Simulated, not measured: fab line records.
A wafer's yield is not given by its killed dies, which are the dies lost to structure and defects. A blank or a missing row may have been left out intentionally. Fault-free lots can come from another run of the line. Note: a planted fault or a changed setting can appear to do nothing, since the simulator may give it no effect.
Chamber matching / flow nandHarc / rieDiel-08 running NHARC_A_BLC_ETCH_16: 4 sister chambers
The step etches the open film in CF4, target depth 39 nm, time 65 s. 14 wafers are shown with their chamber, then 7 later ones without.

== WAFERS WITH THEIR CHAMBER ==
wafer=L234.2; chamber=2; rfFwdPowerW (W)=299.1; rfVppV (V)=151.2; oesProductAu (a.u.)=1.003
wafer=L234.3; chamber=3; rfFwdPowerW (W)=297.3; rfVppV (V)=151.8; oesProductAu (a.u.)=1.001
wafer=L234.5; chamber=3; rfFwdPowerW (W)=299.1; rfVppV (V)=153.0; oesProductAu (a.u.)=1.007
wafer=L239.2; chamber=0; rfFwdPowerW (W)=295.5; rfVppV (V)=151.6; oesProductAu (a.u.)=0.988
wafer=L239.4; chamber=2; rfFwdPowerW (W)=297.8; rfVppV (V)=152.4; oesProductAu (a.u.)=1.004
wafer=L239.6; chamber=3; rfFwdPowerW (W)=298.2; rfVppV (V)=151.7; oesProductAu (a.u.)=1.016
wafer=L244.1; chamber=2; rfFwdPowerW (W)=298.1; rfVppV (V)=150.9; oesProductAu (a.u.)=1.008
wafer=L244.4; chamber=1; rfFwdPowerW (W)=295.6; rfVppV (V)=150.1; oesProductAu (a.u.)=1.002
wafer=L244.5; chamber=0; rfFwdPowerW (W)=294.4; rfVppV (V)=152.1; oesProductAu (a.u.)=0.994
wafer=L246.2; chamber=2; rfFwdPowerW (W)=298.4; rfVppV (V)=150.5; oesProductAu (a.u.)=0.999
wafer=L246.4; chamber=3; rfFwdPowerW (W)=297.3; rfVppV (V)=151.8; oesProductAu (a.u.)=1.007
wafer=L246.5; chamber=0; rfFwdPowerW (W)=295.0; rfVppV (V)=150.7; oesProductAu (a.u.)=0.986
wafer=L245.1; chamber=0; rfFwdPowerW (W)=294.7; rfVppV (V)=151.9; oesProductAu (a.u.)=0.997
wafer=L245.4; chamber=1; rfFwdPowerW (W)=296.6; rfVppV (V)=149.9; oesProductAu (a.u.)=1.009

SIGNATURES (averages over the wafers above)
reading=rfFwdPowerW; chamber 0=294.900; chamber 1=296.100; chamber 2=298.350; chamber 3=297.975; scatter within a chamber=0.657
reading=rfVppV; chamber 0=151.575; chamber 1=150.000; chamber 2=151.250; chamber 3=152.075; scatter within a chamber=0.658
reading=oesProductAu; chamber 0=0.99125; chamber 1=1.00550; chamber 2=1.00350; chamber 3=1.00775; scatter within a chamber=0.00509
Rule: a wafer's distance from a chamber is the root of the sum, over the readings, of the square of ((its reading less the chamber's mean) divided by the reading's scatter). If the next closest chamber is less than 2 further off than the closest, the wafer can't be placed; otherwise it belongs to the closest. How the scatter is found: for the shown wafers, subtract from each reading the mean of its chamber, square and add these, divide the total by (wafers less chambers), then take the root.

== WAFERS WITH NO CHAMBER GIVEN ==
wafer=L245.6; rfFwdPowerW (W)=296.1; rfVppV (V)=150.4; oesProductAu (a.u.)=1.001
wafer=L248.1; rfFwdPowerW (W)=298.6; rfVppV (V)=149.5; oesProductAu (a.u.)=1.003
wafer=L248.2; rfFwdPowerW (W)=296.6; rfVppV (V)=152.3; oesProductAu (a.u.)=1.013
wafer=L248.5; rfFwdPowerW (W)=296.0; rfVppV (V)=152.6; oesProductAu (a.u.)=0.983
wafer=L255.2; rfFwdPowerW (W)=299.6; rfVppV (V)=151.2; oesProductAu (a.u.)=0.992
wafer=L255.4; rfFwdPowerW (W)=298.2; rfVppV (V)=151.0; oesProductAu (a.u.)=1.013
wafer=L255.5; rfFwdPowerW (W)=297.8; rfVppV (V)=151.7; oesProductAu (a.u.)=1.006

== WHICH CHAMBER EACH WENT THROUGH ==
wafer=L245.6; from the rows above=1; in truth=1
wafer=L248.1; from the rows above=can't be placed: 2 or 1 or 3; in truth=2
wafer=L248.2; from the rows above=can't be placed: 3 or 2 or 1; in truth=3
wafer=L248.5; from the rows above=0; in truth=0
wafer=L255.2; from the rows above=can't be placed: 2 or 3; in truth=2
wafer=L255.4; from the rows above=can't be placed: 2 or 3 or 1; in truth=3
wafer=L255.5; from the rows above=can't be placed: 3 or 2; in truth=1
2 of 7 placed correctly. From these rows, 5 cannot be placed; in 4 the true chamber is one of the candidates. 0 placed wrongly.
